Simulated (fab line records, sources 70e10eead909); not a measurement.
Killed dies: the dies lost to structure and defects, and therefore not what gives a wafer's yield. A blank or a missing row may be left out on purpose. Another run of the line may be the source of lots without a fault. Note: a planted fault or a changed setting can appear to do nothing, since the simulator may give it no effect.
Chamber matching :: flow nand harc :: 4 sister chambers for NHARC_P_ZERO_WELL_DESCUM_39 on rie diel-12
The step chemistry O2, time 3 s. 8 wafers are shown with their chamber, then 9 later ones without.

## WAFERS WITH THEIR CHAMBER
wafer: L075.3
chamber: 2
drypump motor current A (A): 5.4
oes product au (a.u.): 0.981

wafer: L078.1
chamber: 1
drypump motor current A (A): 4.9
oes product au (a.u.): 1.017

wafer: L081.2
chamber: 0
drypump motor current A (A): 4.9
oes product au (a.u.): 1.003

wafer: L081.3
chamber: 3
drypump motor current A (A): 5.7
oes product au (a.u.): 0.991

wafer: L081.6
chamber: 0
drypump motor current A (A): 4.9
oes product au (a.u.): 1.005

wafer: L084.2
chamber: 3
drypump motor current A (A): 5.7
oes product au (a.u.): 0.999

wafer: L084.4
chamber: 1
drypump motor current A (A): 4.9
oes product au (a.u.): 1.030

wafer: L084.6
chamber: 2
drypump motor current A (A): 5.5
oes product au (a.u.): 1.009

## WAFERS WITH NO CHAMBER GIVEN
wafer: L087.1
drypump motor current A (A): 5.7
oes product au (a.u.): 1.000

wafer: L087.4
drypump motor current A (A): 5.5
oes product au (a.u.): 1.009

wafer: L087.6
drypump motor current A (A): 4.9
oes product au (a.u.): 1.024

wafer: L088.2
drypump motor current A (A): 5.7
oes product au (a.u.): 0.995

wafer: L088.3
drypump motor current A (A): 4.9
oes product au (a.u.): 1.018

wafer: L088.6
drypump motor current A (A): 5.4
oes product au (a.u.): 1.011

wafer: L096.1
drypump motor current A (A): 4.9
oes product au (a.u.): 1.023

wafer: L096.2
drypump motor current A (A): 5.4
oes product au (a.u.): 1.000

wafer: L096.6
drypump motor current A (A): 4.9
oes product au (a.u.): 1.015

## WHICH CHAMBER EACH ONE RAN IN
wafer: L087.1
from the rows above: 3
in truth: 3

wafer: L087.4
from the rows above: 2
in truth: 2

wafer: L087.6
from the rows above: can't be placed: 1 or 0
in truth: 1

wafer: L088.2
from the rows above: 3
in truth: 3

wafer: L088.3
from the rows above: can't be placed: 1 or 0
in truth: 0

wafer: L088.6
from the rows above: 2
in truth: 2

wafer: L096.1
from the rows above: can't be placed: 1 or 0
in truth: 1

wafer: L096.2
from the rows above: 2
in truth: 2

wafer: L096.6
from the rows above: can't be placed: 1 or 0
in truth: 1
Placed correctly: 5 of 9. Can't be placed from these rows: 4 (the true chamber is among the candidates in 4). Placed wrongly: 0.
How it was worked out, from the rows above alone: a wafer's distance from a chamber is the root of the sum, over the readings, of the square of ((its reading less the chamber's mean) divided by the reading's scatter). If the next closest chamber is less than 2 further off than the closest, the wafer can't be placed; otherwise it belongs to the closest. A chamber's mean is the mean of its shown wafers. How the scatter is found: for the shown wafers, subtract from each reading the mean of its chamber, square and add these, divide the total by (wafers less chambers), then take the root.
